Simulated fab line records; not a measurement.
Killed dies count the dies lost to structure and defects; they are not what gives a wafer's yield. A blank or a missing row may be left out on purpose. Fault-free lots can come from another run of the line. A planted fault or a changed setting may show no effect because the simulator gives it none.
fab line records | flow nandHarc
record lots=24 wafers=72 lastDay=24
route steps=1159 shown A_CHANNEL_FILL_D1@518 A_STAIRCASE@550
lots with no fault: from the same line, run without faults
startH: the number of hours between the record's first day and the start of the first shown wafer of the lot | waitH: how many hours have passed since the lot's step before this one | " the same as in the row above | L1.1+2: a row that stands for several wafers | - no value present, or no start provided | * or withheld: withheld | < > ~ a bound
route shown NAME@n: a module of which the file shows steps, and the number in the route of the first | usual: average and standard deviation across the fault-free wafers | same: alike in all rows | chamber/n: place in a boat | sites: each site's reading | _std_site: the values' standard deviation | _edge_site: mean of outer sites minus mean of inner sites | radiusMm: how far each site lies from the wafer's centre | mask NAME#n: copy n | behind: the most recent tool/chamber to have shaped the wafer | hold: why the lot went on hold/how many hours it stayed there/how the hold came to an end | device: whichever transistor did not switch (one of n, p or np) | end of line: tests of these same wafers at the route's end | where a step has no rows: the recipe by itself | killed: count of dies lost to structure and defects at first sort (not the wafer's yield) | map: dies across one wafer; x = killed, . = not, _ = none there
set.NAME: the run value of the setting; set.NAME@STEP: its run value at that earlier step | model.NAME: the simulator's own value behind a step, which no gauge read
the route's steps for a sample of lots (tables are steps, rows are wafers)
services: a tool's chamber out of use, with start hour (startH, from the record's first day; less than 0 if before it), hours out, and reason
## steps
# step NHARC_A_CHANNEL_FILL_D1_INSPECT_13
# usual rawDefectCount=306/140
# columns lot.wafer tool chamber startH waitH rawDefectCount
L074.1 defectInspect-01 - 224.84 0.2 186
L074.3 " - " " 127
L074.4 " - " " 414
L075.3 defectInspect-02 - 235.54 0.1 197
L075.4 " - " " 288
L075.5 " - " " 223
L076.1 defectInspect-02 - 235.66 0.2 126
L076.2 " - " " 257
L076.6 " - " " 114
L078.1 defectInspect-02 - 248.03 0.2 324
L078.3 " - " " 469
L078.6 " - " " 451
L077.1 defectInspect-01 - 248.07 0.2 245
L077.2 " - " " 238
L077.4 " - " " 209
L079.1 defectInspect-01 - 260.34 0.2 377
L079.3 " - " " 403
L079.5 " - " " 134
L080.1 defectInspect-02 - 267.53 0.2 314
L080.4 " - " " 185
L080.5 " - " " 506
L081.2 defectInspect-01 - 267.60 0.1 1245
L081.3 " - " " 369
L081.4 " - " " 411
L083.1 defectInspect-02 - 278.68 0.2 258
L083.2 " - " " 217
L083.5 " - " " 268
L082.1 defectInspect-01 - 278.73 0.2 421
L082.2 " - " " 607
L082.4 " - " " 400
L084.3 defectInspect-02 - 285.52 0.1 184
L084.4 " - " " 216
L084.5 " - " " 168
L088.2 defectInspect-01 - 305.89 0.1 290
L088.3 " - " " 356
L088.4 " - " " 400
L086.1 defectInspect-01 - 309.46 0.2 771
L086.3 " - " " 181
L086.5 " - " " 390
L087.2 defectInspect-01 - 309.63 0.1 355
L087.3 " - " " 516
L087.5 " - " " 411
L089.4 defectInspect-01 - 314.68 0.1 433
L089.5 " - " " 245
L089.6 " - " " 220
L085.3 defectInspect-02 - 318.27 0.1 246
L085.4 " - " " 218
L085.5 " - " " 172
L091.1 defectInspect-01 - 332.77 0.2 184
L091.2 " - " " 309
L091.6 " - " " 234
L090.2 defectInspect-02 - 332.77 0.1 226
L090.4 " - " " 320
L090.6 " - " " 244
L092.2 defectInspect-02 - 336.58 0.1 416
L092.3 " - " " 197
L092.6 " - " " 548
L093.1 defectInspect-02 - 339.30 0.2 332
L093.3 " - " " 109
L093.5 " - " " 377
L094.2 defectInspect-02 - 346.06 0.1 300
L094.4 " - " " 264
L094.6 " - " " 134
L097.1 defectInspect-02 - 356.35 0.2 418
L097.2 " - " " 318
L097.5 " - " " 271
L096.3 defectInspect-01 - 356.52 0.1 495
L096.4 " - " " 318
L096.5 " - " " 329
L095.1 defectInspect-02 - 369.07 0.2 420
L095.4 " - " " 226
L095.6 " - " " 268
# step NHARC_A_STAIRCASE_TRIM_14
# recipe timeS=211.2 o2FlowSccm=500 arFlowSccm=0 biasW=0 chemistry=O2
# usual drypumpMotorCurrentA=5.7/0.39 oesProductAu=1.002/0.01 rfVppV=57.8/0.85 showerheadPlenumPTorr=3.50/0.15 throttleValvePct=17.037/0.0088
# same timeS=211.2
# columns lot.wafer tool chamber startH waitH drypumpMotorCurrentA oesProductAu rfHoursCounterH rfVppV showerheadPlenumPTorr throttleValvePct
L074.3 rieDiel-02 0 - - 6.4 1.008 21 56.5 3.33 17.056
L074.4 " 1 " " 6.0 1.002 26 57.4 3.54 17.029
L074.1 " 2 " " 5.4 1.026 16 58.5 3.70 17.036
L075.3 rieDiel-02 2 - - 5.4 1.014 21 56.3 3.69 17.032
L075.4 " 1 " " 5.9 0.998 31 58.0 3.54 17.035
L075.5 " 2 " " 5.4 1.011 - 58.5 3.69 17.029
L076.2 rieDiel-02 0 - - 6.4 1.012 27 58.1 3.32 17.038
L076.1 " 2 " " 5.4 1.015 22 58.8 3.69 17.025
L076.6 " 3 " " 5.9 1.015 - 58.5 3.61 17.047
L078.3 rieDiel-06 2 - - 5.4 1.015 0 58.1 3.81 17.043
L078.1 " 0 " " 5.1 1.002 0 57.5 3.42 17.039
L078.6 " 2 " " 5.5 1.005 - 58.9 3.81 17.040
L077.4 rieDiel-02 2 - - 5.4 1.011 29 59.7 3.69 17.042
L077.1 " 3 " " 5.9 1.003 36 57.8 3.61 17.033
L077.2 " 0 " " 6.4 0.998 34 57.0 3.32 17.032
L079.3 rieDiel-13 1 - - 5.6 1.009 57 56.8 3.55 17.050
L079.1 " 3 " " 5.7 1.010 61 59.1 3.58 17.028
L079.5 " 2 " " 5.7 0.999 - 57.8 3.40 17.031
L080.1 rieDiel-06 2 - - 5.4 1.011 5 59.3 3.81 17.046
L080.4 " 3 " " 6.0 0.985 6 57.9 3.30 17.023
L080.5 " 1 " " 6.0 1.016 - 57.2 3.56 17.027
L081.3 rieDiel-13 3 - - 5.7 1.008 63 57.2 3.58 17.041
L081.4 " 0 " " 5.1 1.009 64 57.2 3.38 17.032
L081.2 " 1 " " 5.6 1.008 59 58.0 3.55 17.038
L083.1 rieDiel-06 3 - - 6.0 0.990 10 57.0 3.30 17.019
L083.2 " 0 " " 5.1 0.996 10 59.0 3.42 17.037
L083.5 " 3 " " 6.0 0.988 - 58.2 3.30 17.041
L082.2 rieDiel-06 1 - - 6.0 1.004 10 59.5 3.56 17.051
L082.4 " 2 " " 5.5 1.011 10 58.2 3.80 17.022
L082.1 " 0 " " 5.1 0.989 11 59.0 3.41 17.028
L084.4 rieDiel-06 0 - - 5.1 0.991 14 57.3 3.41 17.028
L084.3 " 2 " " 5.4 0.988 12 58.8 3.80 17.045
L084.5 " 0 " " 5.1 0.986 - 58.1 3.41 17.046
L088.3 rieDiel-06 2 - - 5.4 1.002 19 57.1 3.80 17.039
L088.4 " 0 " " 5.1 0.989 20 56.5 3.41 17.034
L088.2 " 1 " " 6.0 1.000 20 57.5 3.55 17.033
L086.3 rieDiel-02 2 - - 5.4 1.013 50 57.1 3.68 17.056
L086.1 " 3 " " 5.9 1.006 57 58.1 3.60 17.044
L086.5 " 3 " " 5.9 1.009 - 58.5 3.60 17.031
L087.2 rieDiel-02 1 - - 5.9 0.999 61 57.9 3.52 17.047
L087.3 " 2 " " 5.4 1.015 50 58.4 3.68 17.041
L087.5 " 0 " " 6.4 1.003 - 57.2 3.31 17.033
L089.4 rieDiel-13 1 - - 5.6 1.007 11 59.4 3.54 17.033
L089.6 " 3 " " 5.7 0.990 - 57.7 3.57 17.040
L089.5 " 0 " " 5.1 0.996 - 56.1 3.37 17.031
L085.3 rieDiel-02 2 - - 5.4 1.010 53 58.4 3.68 17.023
L085.4 " 3 " " 5.9 1.002 60 58.8 3.60 17.040
L085.5 " 2 " " 5.4 1.011 - 58.8 3.68 17.034
L090.2 rieDiel-13 1 - - 5.6 1.002 19 56.5 3.54 17.033
L090.4 " 2 " " 5.7 0.995 19 58.3 3.39 17.038
L090.6 " 2 " " 5.7 1.003 - 57.9 3.39 17.027
L091.1 rieDiel-06 3 - - 6.0 0.980 31 55.7 3.29 17.045
L091.2 " 1 " " 6.0 1.016 31 59.3 3.55 17.054
L091.6 " 3 " " 6.0 0.982 - 57.7 3.29 17.049
L092.3 rieDiel-06 0 - - 5.1 0.992 35 57.6 3.40 17.037
L092.2 " 1 " " 6.1 1.008 32 57.3 3.55 17.037
L092.6 " 1 " " 6.0 1.014 - 57.9 3.55 17.045
L093.3 rieDiel-02 0 - - 6.4 1.000 1 56.9 3.31 17.037
L093.1 " 3 " " 5.9 1.019 1 58.9 3.60 17.041
L093.5 " 1 " " 6.0 1.000 - 58.8 3.52 17.036
L094.2 rieDiel-02 3 - - 5.9 1.020 5 58.6 3.59 17.038
L094.4 " 2 " " 5.4 1.009 4 58.7 3.67 17.031
L094.6 " 3 " " 5.9 1.014 - 57.7 3.59 17.037
L097.1 rieDiel-06 3 - - 6.0 0.995 38 57.0 3.29 17.043
L097.2 " 0 " " 5.1 0.989 41 58.2 3.40 17.043
L097.5 " 3 " " 6.0 0.979 - 58.1 3.29 17.038
L096.3 rieDiel-13 3 - - 5.8 1.005 26 57.6 3.57 17.029
L096.4 " 0 " " 5.1 0.994 28 58.7 3.36 17.059
L096.5 " 2 " " 5.6 0.998 - 56.7 3.38 17.033
L095.4 rieDiel-02 1 - - 5.9 1.000 15 57.8 3.51 17.032
L095.1 " 3 " " 5.9 1.026 14 56.9 3.59 17.033
L095.6 " 1 " " 5.9 0.999 - 57.4 3.51 17.029
# step NHARC_A_STAIRCASE_ETCH_15
# recipe targetDepthA=1000 timeS=40.5 ionEnergyEv=400 c4f8FlowSccm=20 o2FlowSccm=10 arFlowSccm=withheld rfW=600 biasW=1000 chemistry=C4F8/O2
# usual oesProductAu=0.943/0.012 rfVppV=896/5.6
# same timeS=40.5
# columns lot.wafer tool chamber startH waitH oesProductAu rfHoursCounterH rfVppV
L074.3 rieDiel-02 2 - - 0.956 16 901
L074.1 " 0 " " 0.941 22 889
L074.4 " 1 " " 0.939 26 897
L075.3 rieDiel-02 2 - - 0.955 21 902
L075.4 " 0 " " 0.975 26 888
L075.5 " 3 " " 0.949 - 900
L076.2 rieDiel-02 1 - - 0.930 31 897
L076.1 " 0 " " 0.939 27 890
L076.6 " 2 " " 0.956 - 902
L078.3 rieDiel-06 3 - - 0.932 0 888
L078.1 " 0 " " 0.946 0 893
L078.6 " 3 " " 0.930 - 889
L077.1 rieDiel-02 2 - - 0.940 29 901
L077.2 " 0 " " 0.962 34 888
L077.4 " 1 " " 0.953 39 896
L079.1 rieDiel-13 0 - - 0.944 61 891
L079.3 " 1 " " 0.942 57 897
L079.5 " 2 " " 0.934 - 891
L080.4 rieDiel-06 3 - - 0.947 6 889
L080.1 " 0 " " 0.950 5 893
L080.5 " 2 " " 0.960 - 906
L081.2 rieDiel-13 3 - - 0.947 63 897
L081.4 " 0 " " 0.937 64 890
L081.3 " 2 " " 0.936 64 892
L083.1 rieDiel-06 2 - - 0.946 9 906
L083.2 " 3 " " 0.926 10 889
L083.5 " 1 " " 0.961 - 896
L082.2 rieDiel-06 0 - - 0.923 11 893
L082.1 " 2 " " 0.940 10 905
L082.4 " 3 " " 0.919 10 888
L084.3 rieDiel-06 2 - - 0.954 12 906
L084.4 " 0 " " 0.923 14 894
L084.5 " 1 " " 0.956 - 898
L088.4 rieDiel-06 2 - - 0.938 19 906
L088.2 " 3 " " 0.931 19 887
L088.3 " 1 " " 0.969 20 897
L086.3 rieDiel-02 2 - - 0.946 50 903
L086.1 " 3 " " 0.934 57 898
L086.5 " 2 " " 0.938 - 902
L087.2 rieDiel-02 0 - - 0.935 55 887
L087.3 " 1 " " 0.937 61 896
L087.5 " 0 " " 0.934 - 886
L089.4 rieDiel-13 2 - - 0.944 11 891
L089.5 " 1 " " 0.955 - 897
L089.6 " 2 " " 0.945 - 891
L085.3 rieDiel-02 2 - - 0.954 53 902
L085.4 " 3 " " 0.957 60 899
L085.5 " 0 " " 0.953 - 889
L090.2 rieDiel-13 2 - - 0.917 19 892
L090.4 " 1 " " 0.933 20 895
L090.6 " 2 " " 0.916 - 892
L091.2 rieDiel-06 3 - - 0.919 31 888
L091.1 " 0 " " 0.922 34 892
L091.6 " 1 " " 0.958 - 896
L092.3 rieDiel-06 3 - - 0.948 32 888
L092.2 " 0 " " 0.942 35 891
L092.6 " 1 " " 0.961 - 897
L093.1 rieDiel-02 0 - - 0.937 1 887
L093.3 " 1 " " 0.923 1 895
L093.5 " 0 " " 0.933 - 888
L094.2 rieDiel-02 2 - - 0.955 4 900
L094.4 " 0 " " 0.942 5 886
L094.6 " 1 " " 0.932 - 896
L097.1 rieDiel-06 2 - - 0.951 37 906
L097.2 " 0 " " 0.926 41 891
L097.5 " 3 " " 0.932 - 888
L096.3 rieDiel-13 2 - - 0.936 29 891
L096.4 " 3 " " 0.938 26 899
L096.5 " 1 " " 0.953 - 897
L095.4 rieDiel-02 2 - - 0.930 14 899
L095.1 " 3 " " 0.946 14 896
L095.6 " 0 " " 0.945 - 888
# step NHARC_A_STAIRCASE_TRIM_187
# recipe timeS=211.2 o2FlowSccm=500 arFlowSccm=0 biasW=0 chemistry=O2
# usual drypumpMotorCurrentA=5.6/0.37 oesProductAu=1.003/0.011 rfVppV=57.8/0.85 showerheadPlenumPTorr=3.50/0.15 throttleValvePct=17.037/0.0091
# same timeS=211.2
# columns lot.wafer tool chamber startH waitH drypumpMotorCurrentA oesProductAu rfHoursCounterH rfVppV showerheadPlenumPTorr throttleValvePct
L074.4 rieDiel-13 2 232.64 0.1 5.7 1.012 52 57.3 3.41 17.032
L074.3 " 0 " " 5.1 1.015 51 57.6 3.38 17.050
L074.1 " 1 " " 5.6 1.013 47 58.5 3.56 17.034
L075.4 rieDiel-13 1 242.04 0.1 5.6 1.007 49 58.3 3.55 17.025
L075.3 " 2 " " 5.7 1.005 55 56.7 3.40 17.036
L075.5 " 0 " " 5.1 0.999 - 56.5 3.38 17.042
L076.2 rieDiel-13 0 242.63 0.1 5.1 1.005 54 57.2 3.38 17.045
L076.1 " 2 " " 5.8 1.013 55 58.0 3.40 17.037
L076.6 " 3 " " 5.6 1.011 - 58.7 3.59 17.037
L078.1 rieDiel-06 1 255.52 0.1 6.0 1.007 0 57.5 3.56 17.044
L078.3 " 3 " " 6.0 0.983 1 57.6 3.31 17.040
L078.6 " 1 " " 6.0 1.006 - 58.5 3.56 17.035
L077.2 rieDiel-02 2 255.68 0.1 5.4 1.023 30 58.3 3.69 17.021
L077.1 " 0 " " 6.4 1.005 34 58.0 3.32 17.043
L077.4 " 1 " " 6.0 0.995 40 57.6 3.53 17.033
L079.1 rieDiel-06 2 267.07 0.1 5.5 1.002 4 58.0 3.81 17.036
L079.3 " 1 " " 6.0 1.010 3 57.4 3.56 17.034
L079.5 " 3 " " 6.0 0.969 - 56.2 3.30 17.045
L080.1 rieDiel-13 1 274.34 0.1 5.6 1.009 61 59.4 3.55 17.034
L080.4 " 3 " " 5.7 1.006 64 58.6 3.58 17.029
L080.5 " 2 " " 5.7 1.000 - 57.5 3.40 17.051
L081.3 rieDiel-02 0 274.75 0.1 6.4 1.020 42 56.7 3.32 17.033
L081.4 " 1 " " 6.0 1.005 46 57.4 3.53 17.034
L081.2 " 3 " " 5.9 1.023 44 57.7 3.61 17.042
L082.2 rieDiel-06 3 286.27 0.1 6.0 0.986 12 57.2 3.30 17.032
L082.4 " 0 " " 5.1 1.002 13 57.0 3.41 17.026
L082.1 " 2 " " 5.5 1.008 11 58.6 3.80 17.039
L083.2 rieDiel-06 2 286.70 0.2 5.5 1.015 11 59.0 3.80 17.042
L083.1 " 1 " " 6.0 1.021 11 56.5 3.56 17.027
L083.5 " 2 " " 5.5 1.003 - 58.1 3.80 17.041
L084.3 rieDiel-06 2 292.33 0.1 5.5 1.013 15 57.0 3.80 17.012
L084.4 " 3 " " 6.0 0.987 14 56.0 3.30 17.025
L084.5 " 0 " " 5.1 0.992 - 56.0 3.41 17.030
L088.4 rieDiel-13 0 312.46 0.1 5.1 0.998 7 56.7 3.37 17.041
L088.3 " 1 " " 5.6 1.003 8 59.0 3.54 17.039
L088.2 " 2 " " 5.7 0.989 8 57.3 3.39 17.021
L087.2 rieDiel-06 3 316.91 0.1 6.0 1.006 22 57.8 3.29 17.054
L087.3 " 1 " " 6.0 1.022 23 59.7 3.55 17.047
L087.5 " 3 " " 6.0 0.994 - 56.8 3.30 17.031
L086.3 rieDiel-06 0 317.93 0.1 5.1 0.974 24 57.9 3.41 17.054
L086.1 " 2 " " 5.5 0.995 22 59.1 3.80 17.052
L086.5 " 3 " " 6.0 0.985 - 56.7 3.29 17.023
L089.4 rieDiel-02 1 321.87 0.1 6.0 1.001 64 57.6 3.52 17.025
L089.6 " 3 " " 5.9 1.021 - 58.2 3.60 17.031
L089.5 " 0 " " 6.4 1.011 - 56.5 3.31 17.054
L085.4 rieDiel-13 2 325.02 0.1 5.7 0.998 14 58.0 3.39 17.039
L085.3 " 3 " " 5.7 1.010 13 58.2 3.57 17.035
L085.5 " 1 " " 5.6 1.004 - 58.8 3.54 17.032
L090.2 rieDiel-13 3 340.80 0.1 5.7 0.992 18 58.8 3.57 17.029
L090.4 " 1 " " 5.6 1.009 21 58.4 3.54 17.041
L090.6 " 2 " " 5.7 0.989 - 57.7 3.39 17.031
L091.2 rieDiel-13 3 342.24 0.1 5.7 1.004 19 59.2 3.57 17.044
L091.1 " 2 " " 5.6 0.990 21 58.4 3.39 17.043
L091.6 " 0 " " 5.1 0.999 - 57.1 3.36 17.040
L092.2 rieDiel-06 1 343.02 0.1 6.0 1.004 33 57.4 3.55 17.033
L092.3 " 0 " " 5.1 0.980 36 59.1 3.40 17.036
L092.6 " 1 " " 6.0 1.005 - 57.7 3.55 17.027
L093.1 rieDiel-06 1 346.40 0.1 6.0 1.013 34 57.8 3.55 17.030
L093.3 " 0 " " 5.1 0.996 37 56.8 3.40 17.032
L093.5 " 2 " " 5.5 0.998 - 58.2 3.79 17.045
L094.4 rieDiel-06 2 353.05 0.1 5.5 1.003 35 58.1 3.79 17.047
L094.2 " 0 " " 5.1 0.993 39 57.7 3.40 17.035
L094.6 " 3 " " 6.0 0.990 - 56.8 3.29 17.033
L097.1 rieDiel-02 2 362.81 0.1 5.4 1.002 10 58.3 3.67 17.040
L097.2 " 3 " " 5.9 1.021 11 58.6 3.59 17.030
L097.5 " 1 " " 6.0 0.988 - 60.1 3.51 17.050
L096.3 rieDiel-13 0 365.12 0.1 5.1 0.997 29 56.9 3.36 17.042
L096.4 " 3 " " 5.7 1.000 28 57.3 3.56 17.037
L096.5 " 1 " " 5.6 1.019 - 56.4 3.53 17.038
L095.4 rieDiel-06 1 377.60 0.1 6.0 1.016 44 57.9 3.54 17.036
L095.1 " 2 " " 5.5 1.009 39 58.7 3.79 17.036
L095.6 " 2 " " 5.4 0.999 - 60.1 3.79 17.042
# step NHARC_A_STAIRCASE_ETCH_201
# recipe targetDepthA=1000 timeS=40.5 ionEnergyEv=400 c4f8FlowSccm=20 o2FlowSccm=10 arFlowSccm=withheld rfW=600 biasW=1000 chemistry=C4F8/O2
# usual oesProductAu=0.941/0.011 rfVppV=894/5.8
# same timeS=40.5
# columns lot.wafer tool chamber startH waitH oesProductAu rfHoursCounterH rfVppV
L074.4 rieDiel-06 3 - - 0.949 55 888
L074.1 " 1 " " 0.931 55 899
L074.3 " 2 " " 0.964 58 886
L075.4 rieDiel-02 2 - - 0.950 24 901
L075.3 " 3 " " 0.941 32 899
L075.5 " 1 " " 0.919 - 895
L076.1 rieDiel-02 0 - - 0.938 30 888
L076.2 " 2 " " 0.945 25 901
L076.6 " 3 " " 0.948 - 900
L078.3 rieDiel-06 3 - - 0.922 1 889
L078.1 " 1 " " 0.959 1 898
L078.6 " 0 " " 0.950 - 891
L077.4 rieDiel-02 2 - - 0.941 30 902
L077.1 " 3 " " 0.930 38 900
L077.2 " 0 " " 0.926 35 888
L079.1 rieDiel-02 0 - - 0.947 40 888
L079.3 " 3 " " 0.945 42 898
L079.5 " 0 " " 0.949 - 888
L080.1 rieDiel-06 3 - - 0.936 8 888
L080.4 " 1 " " 0.939 6 898
L080.5 " 3 " " 0.931 - 888
L081.4 rieDiel-02 3 - - 0.942 46 898
L081.2 " 0 " " 0.954 44 889
L081.3 " 1 " " 0.946 47 896
L082.1 rieDiel-13 1 - - 0.942 1 898
L082.4 " 2 " " 0.909 2 892
L082.2 " 3 " " 0.935 2 897
L083.2 rieDiel-06 1 - - 0.956 12 897
L083.1 " 0 " " 0.939 14 891
L083.5 " 2 " " 0.941 - 905
L084.4 rieDiel-06 2 - - 0.953 15 906
L084.3 " 0 " " 0.930 16 891
L084.5 " 2 " " 0.949 - 907
L088.4 rieDiel-06 0 - - 0.929 24 892
L088.2 " 1 " " 0.942 22 896
L088.3 " 2 " " 0.923 21 906
L087.2 rieDiel-06 3 - - 0.925 23 886
L087.3 " 1 " " 0.941 24 897
L087.5 " 3 " " 0.929 - 887
L086.3 rieDiel-06 3 - - 0.930 24 890
L086.1 " 2 " " 0.930 23 906
L086.5 " 0 " " 0.930 - 891
L089.4 rieDiel-13 3 - - 0.936 12 897
L089.5 " 3 " " 0.945 - 896
L089.6 " 0 " " 0.935 - 891
L085.4 rieDiel-06 2 - - 0.931 25 905
L085.3 " 3 " " 0.921 25 887
L085.5 " 1 " " 0.947 - 897
L090.2 rieDiel-06 2 - - 0.945 31 905
L090.4 " 1 " " 0.972 33 894
L090.6 " 2 " " 0.943 - 906
L091.1 rieDiel-06 0 - - 0.921 37 892
L091.2 " 1 " " 0.963 34 897
L091.6 " 3 " " 0.927 - 887
L092.2 rieDiel-02 3 - - 0.956 3 899
L092.3 " 0 " " 0.959 3 887
L092.6 " 3 " " 0.956 - 898
L093.1 rieDiel-02 2 - - 0.949 4 902
L093.3 " 3 " " 0.940 4 897
L093.5 " 0 " " 0.931 - 887
L094.4 rieDiel-13 2 - - 0.951 28 890
L094.2 " 0 " " 0.943 27 889
L094.6 " 2 " " 0.946 - 892
L097.2 rieDiel-02 1 - - 0.933 11 894
L097.1 " 3 " " 0.962 11 898
L097.5 " 0 " " 0.940 - 887
L096.4 rieDiel-13 1 - - 0.954 33 895
L096.3 " 2 " " 0.954 31 890
L096.5 " 3 " " 0.957 - 897
L095.1 rieDiel-06 3 - - 0.935 44 887
L095.4 " 0 " " 0.922 46 892
L095.6 " 3 " " 0.943 - 886
# step NHARC_A_STAIRCASE_DESCUM_219
# recipe timeS=3 o2FlowSccm=200 arFlowSccm=0 biasPowerW=0 chemistry=O2
# usual drypumpMotorCurrentA=5.7/0.39 oesProductAu=1.001/0.01 rfVppV=57.7/0.85 showerheadPlenumPTorr=1.90/0.087 throttleValvePct=11.311/0.0096
# same timeS=3
# columns lot.wafer tool chamber startH waitH drypumpMotorCurrentA oesProductAu rfHoursCounterH rfVppV showerheadPlenumPTorr throttleValvePct
L074.4 rieDiel-13 2 236.53 - 5.7 1.014 54 57.1 1.84 11.311
L074.3 " 3 " " 5.7 1.010 53 59.0 1.95 11.286
L074.1 " 0 " " 5.1 1.008 52 57.3 1.83 11.315
L075.4 rieDiel-02 2 246.37 - 5.4 1.008 25 58.5 2.01 11.313
L075.3 " 0 " " 6.4 1.011 30 57.0 1.79 11.327
L075.5 " 2 " " 5.4 1.013 - 57.6 2.01 11.310
L076.2 rieDiel-13 3 247.11 - 5.7 1.012 56 58.1 1.95 11.299
L076.1 " 2 " " 5.7 1.000 57 56.4 1.84 11.311
L076.6 " 0 " " 5.1 0.999 - 57.5 1.83 11.313
L078.3 rieDiel-06 1 259.14 - 6.0 0.997 1 57.5 1.93 11.309
L078.1 " 2 " " 5.4 1.003 2 58.2 2.08 11.305
L078.6 " 0 " " 5.1 0.998 - 57.1 1.85 11.303
L077.2 rieDiel-13 0 259.96 - 5.1 1.006 60 57.0 1.83 11.295
L077.1 " 2 " " 5.7 0.990 60 57.6 1.84 11.313
L077.4 " 3 " " 5.8 0.995 59 58.1 1.95 11.311
L079.1 rieDiel-02 1 270.71 - 6.0 0.994 44 59.7 1.91 11.300
L079.3 " 2 " " 5.4 1.006 34 59.0 2.01 11.313
L079.5 " 2 " " 5.4 1.004 - 58.1 2.01 11.321
L080.1 rieDiel-06 2 278.92 - 5.5 1.005 8 59.1 2.07 11.320
L080.4 " 1 " " 6.0 1.003 8 56.7 1.93 11.316
L080.5 " 3 " " 6.0 0.989 - 58.1 1.78 11.321
L081.4 rieDiel-02 3 279.31 - 5.9 1.016 47 59.0 1.96 11.306
L081.3 " 0 " " 6.4 1.002 45 57.5 1.79 11.309
L081.2 " 2 " " 5.4 1.012 39 57.2 2.00 11.311
L082.2 rieDiel-02 3 290.19 - 5.9 1.001 53 58.7 1.96 11.315
L082.1 " 1 " " 5.9 0.992 54 57.4 1.91 11.306
L082.4 " 2 " " 5.4 0.999 43 57.9 2.00 11.323
L083.2 rieDiel-02 0 290.48 - 6.4 1.002 51 57.2 1.79 11.307
L083.1 " 2 " " 5.4 0.998 43 59.8 2.00 11.284
L083.5 " 3 " " 5.9 0.988 - 57.5 1.96 11.319
L084.4 rieDiel-06 1 295.82 - 6.0 1.007 16 58.1 1.93 11.321
L084.3 " 2 " " 5.4 1.009 16 59.3 2.07 11.315
L084.5 " 0 " " 5.1 0.995 - 58.1 1.85 11.300
L088.2 rieDiel-06 0 317.86 - 5.1 0.990 24 57.0 1.84 11.314
L088.3 " 1 " " 6.0 1.014 23 58.8 1.93 11.295
L088.4 " 3 " " 6.0 0.991 22 56.5 1.78 11.316
L087.3 rieDiel-06 2 321.03 - 5.5 0.998 24 58.6 2.07 11.304
L087.2 " 3 " " 6.0 0.998 24 58.1 1.78 11.323
L087.5 " 0 " " 5.2 0.983 - 57.6 1.84 11.320
L086.3 rieDiel-06 2 322.22 - 5.4 1.004 24 58.1 2.07 11.319
L086.1 " 3 " " 6.0 0.999 25 57.6 1.78 11.300
L086.5 " 2 " " 5.4 0.999 - 58.3 2.07 11.313
L089.4 rieDiel-02 2 325.98 - 5.4 1.015 54 58.0 2.00 11.310
L089.6 " 0 " " 6.4 0.999 - 58.4 1.78 11.333
L089.5 " 1 " " 5.9 0.986 - 57.7 1.91 11.311
L085.3 rieDiel-06 2 328.61 - 5.4 0.989 26 58.9 2.07 11.311
L085.4 " 3 " " 6.0 0.990 26 56.9 1.78 11.315
L085.5 " 2 " " 5.5 0.985 - 59.1 2.07 11.313
L090.4 rieDiel-02 3 344.41 - 5.9 1.022 2 56.8 1.95 11.314
L090.2 " 2 " " 5.4 1.019 2 57.1 2.00 11.308
L090.6 " 0 " " 6.4 0.992 - 56.0 1.78 11.320
L091.1 rieDiel-02 1 346.33 - 6.0 0.999 3 59.1 1.91 11.318
L091.2 " 2 " " 5.4 1.024 3 57.5 2.00 11.323
L091.6 " 1 " " 5.9 0.996 - 59.1 1.91 11.309
L092.2 rieDiel-13 0 347.15 - 5.1 0.993 21 57.7 1.82 11.318
L092.3 " 1 " " 5.6 1.009 24 58.2 1.92 11.311
L092.6 " 3 " " 5.7 1.002 - 56.4 1.94 11.312
L093.3 rieDiel-13 0 350.33 - 5.1 0.988 23 57.9 1.82 11.292
L093.1 " 1 " " 5.6 0.996 25 58.6 1.92 11.305
L093.5 " 3 " " 5.7 0.995 - 55.3 1.94 11.308
L094.4 rieDiel-06 0 357.97 - 5.1 0.976 40 57.0 1.84 11.318
L094.2 " 2 " " 5.4 0.994 37 57.4 2.06 11.317
L094.6 " 3 " " 6.0 1.001 - 57.2 1.77 11.305
L097.2 rieDiel-06 0 368.66 - 5.1 0.989 43 56.2 1.84 11.316
L097.1 " 3 " " 6.0 1.003 40 57.5 1.77 11.303
L097.5 " 0 " " 5.1 0.980 - 58.0 1.84 11.303
L096.3 rieDiel-13 2 370.92 - 5.7 0.998 32 57.4 1.83 11.321
L096.4 " 3 " " 5.7 0.992 30 56.8 1.93 11.306
L096.5 " 3 " " 5.7 0.991 - 57.3 1.93 11.313
L095.4 rieDiel-06 1 381.21 - 6.0 1.014 44 58.4 1.92 11.305
L095.1 " 3 " " 6.0 0.998 44 57.8 1.77 11.312
L095.6 " 2 " " 5.4 1.009 - 58.9 2.06 11.302
## services
# columns tool chamber startH hours kind
rieDiel-06 0 220.81 - clean
rieDiel-06 1 220.81 - clean
rieDiel-06 2 220.81 - clean
rieDiel-06 3 220.81 - clean
rieDiel-13 1 221.55 8.9 repair
rieDiel-06 3 225.42 3.6 repair
rieDiel-06 - 241.55 9.0 pm
rieDiel-06 0 241.55 9.0 ventCycle
rieDiel-06 1 241.55 13.4 ventCycle
rieDiel-06 2 241.55 9.0 ventCycle
rieDiel-06 3 241.55 9.0 ventCycle
rieDiel-06 0 250.55 - clean
rieDiel-06 2 250.55 - clean
rieDiel-06 2 250.55 - consumableReplace:showerhead
rieDiel-06 3 250.55 - clean
rieDiel-06 0 275.05 - clean
rieDiel-06 1 275.05 - clean
rieDiel-06 2 275.05 - clean
rieDiel-06 3 275.05 - clean
rieDiel-13 - 276.02 9.0 pm
rieDiel-06 0 300.03 - clean
rieDiel-06 1 300.03 - clean
rieDiel-02 - 327.89 9.0 pm
rieDiel-06 2 362.27 12.3 repair
## key
fault none
